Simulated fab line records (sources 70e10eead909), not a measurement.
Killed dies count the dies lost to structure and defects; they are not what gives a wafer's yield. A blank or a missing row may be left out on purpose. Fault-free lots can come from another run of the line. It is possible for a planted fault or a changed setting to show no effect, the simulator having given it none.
Matching of chambers | flow nand-harc | pecvd-01 running NHARC_P_CONTACT_DEP_30: 3 sister chambers
The step deposits SiNx, target thk 30 nm. 6 wafers are shown with their chamber, then 10 later ones without.

== EACH WAFER AND ITS CHAMBER ==
wafer  | chamber | heater-power-w (W)
L082.4 | 1       | 883
L088.1 | 2       | 772
L088.3 | 0       | 648
L088.4 | 2       | 779
L090.2 | 1       | 778
L090.4 | 0       | 642

== WAFERS WHOSE CHAMBER IS MISSING ==
wafer  | heater-power-w (W)
L090.5 | 726
L091.1 | 788
L091.4 | 551
L091.5 | 885
L092.1 | 824
L092.3 | 763
L092.5 | 783
L094.1 | 850
L094.2 | 613
L094.5 | 606

== WHICH CHAMBER EACH WENT THROUGH ==
wafer  | from the rows above          | in truth
L090.5 | can't be placed: 2 or 0 or 1 | 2
L091.1 | can't be placed: 2 or 1      | 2
L091.4 | 0                            | 0
L091.5 | can't be placed: 1 or 2      | 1
L092.1 | can't be placed: 1 or 2      | 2
L092.3 | can't be placed: 2 or 1      | 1
L092.5 | can't be placed: 2 or 1      | 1
L094.1 | can't be placed: 1 or 2      | 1
L094.2 | 0                            | 0
L094.5 | 0                            | 0
3 of 10 placed correctly. Unplaceable from these rows: 7, with the true chamber sitting among the candidates in 7. Number placed wrongly: 0.
How it was worked out, from the rows above alone: a wafer's distance from a chamber is the root of the sum, over the readings, of the square of ((its reading less the chamber's mean) divided by the reading's scatter). The wafer belongs to the nearest chamber; if the next one is less than 2 further off, it can't be placed. For every chamber, the mean is computed from those of its wafers that are shown. How the scatter is found: for the shown wafers, subtract from each reading the mean of its chamber, square and add these, divide the total by (wafers less chambers), then take the root.
